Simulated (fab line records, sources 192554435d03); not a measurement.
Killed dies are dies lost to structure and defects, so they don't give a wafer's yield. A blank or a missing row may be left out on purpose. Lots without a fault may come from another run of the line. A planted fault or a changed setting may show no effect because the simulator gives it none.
Chamber matching | flow n5_finfet | N5_SDB_CUT_ETCH_26 on rie_si-04: 4 sister chambers
The step etches Si in HBr/Cl2/O2, target depth 129.6 nm, bt time 20 s, time 51.8 s. 14 wafers are shown with their chamber, then 7 later ones without.

WAFERS WITH THEIR CHAMBER
wafer  | chamber | throttle_valve_pct (%) | drypump_motor_current_A (A) | oes_product_au (a.u.)
L074.3 | 0       | 36.95                  | 5.6                         | 1.008
L074.5 | 2       | 37.30                  | 5.7                         | 0.973
L074.6 | 3       | 36.94                  | 5.7                         | 1.013
L075.3 | 1       | 37.50                  | 5.3                         | 1.005
L075.4 | 3       | 36.95                  | 5.7                         | 1.013
L075.5 | 1       | 37.52                  | 5.3                         | 0.998
L085.3 | 1       | 37.50                  | 5.3                         | 1.001
L085.4 | 3       | 36.95                  | 5.7                         | 1.002
L085.6 | 1       | 37.51                  | 5.3                         | 1.006
L086.2 | 0       | 36.95                  | 5.6                         | 1.029
L086.4 | 2       | 37.30                  | 5.6                         | 0.965
L086.5 | 1       | 37.53                  | 5.3                         | 1.002
L090.1 | 1       | 37.51                  | 5.3                         | 1.007
L090.2 | 2       | 37.28                  | 5.7                         | 0.969

SIGNATURES (means of the wafers above)
reading                 | chamber 0 | chamber 1 | chamber 2 | chamber 3 | scatter within a chamber
throttle_valve_pct      | 36.9500   | 37.5117   | 37.2933   | 36.9467   | 0.0101
drypump_motor_current_A | 5.600     | 5.300     | 5.667     | 5.700     | 0.0258
oes_product_au          | 1.01850   | 1.00317   | 0.96900   | 1.00933   | 0.00626
Rule: a wafer's distance from a chamber is the root of the sum, over the readings, of the square of ((its reading less the chamber's mean) divided by the reading's scatter). The wafer belongs to the nearest chamber; if the next one is less than 2 further off, it can't be placed. The scatter: the root of (the sum of the squares of (reading less its chamber's mean) over the shown wafers, divided by (wafers less chambers)).

WAFERS WITHOUT THEIR CHAMBER
wafer  | throttle_valve_pct (%) | drypump_motor_current_A (A) | oes_product_au (a.u.)
L090.6 | 37.51                  | 5.3                         | 1.007
L092.2 | 37.51                  | 5.3                         | 1.005
L092.3 | 36.96                  | 5.6                         | 1.020
L092.6 | 37.30                  | 5.6                         | 0.975
L095.2 | 37.30                  | 5.7                         | 0.973
L095.3 | 36.94                  | 5.7                         | 1.006
L095.5 | 37.30                  | 5.6                         | 0.971

WHICH CHAMBER EACH WENT THROUGH
wafer  | from the rows above | in truth
L090.6 | 1                   | 1
L092.2 | 1                   | 1
L092.3 | 0                   | 0
L092.6 | 2                   | 2
L095.2 | 2                   | 2
L095.3 | 3                   | 3
L095.5 | 2                   | 2
Placed correctly: 7 of 7. Can't be placed from these rows: 0. Placed wrongly: 0.
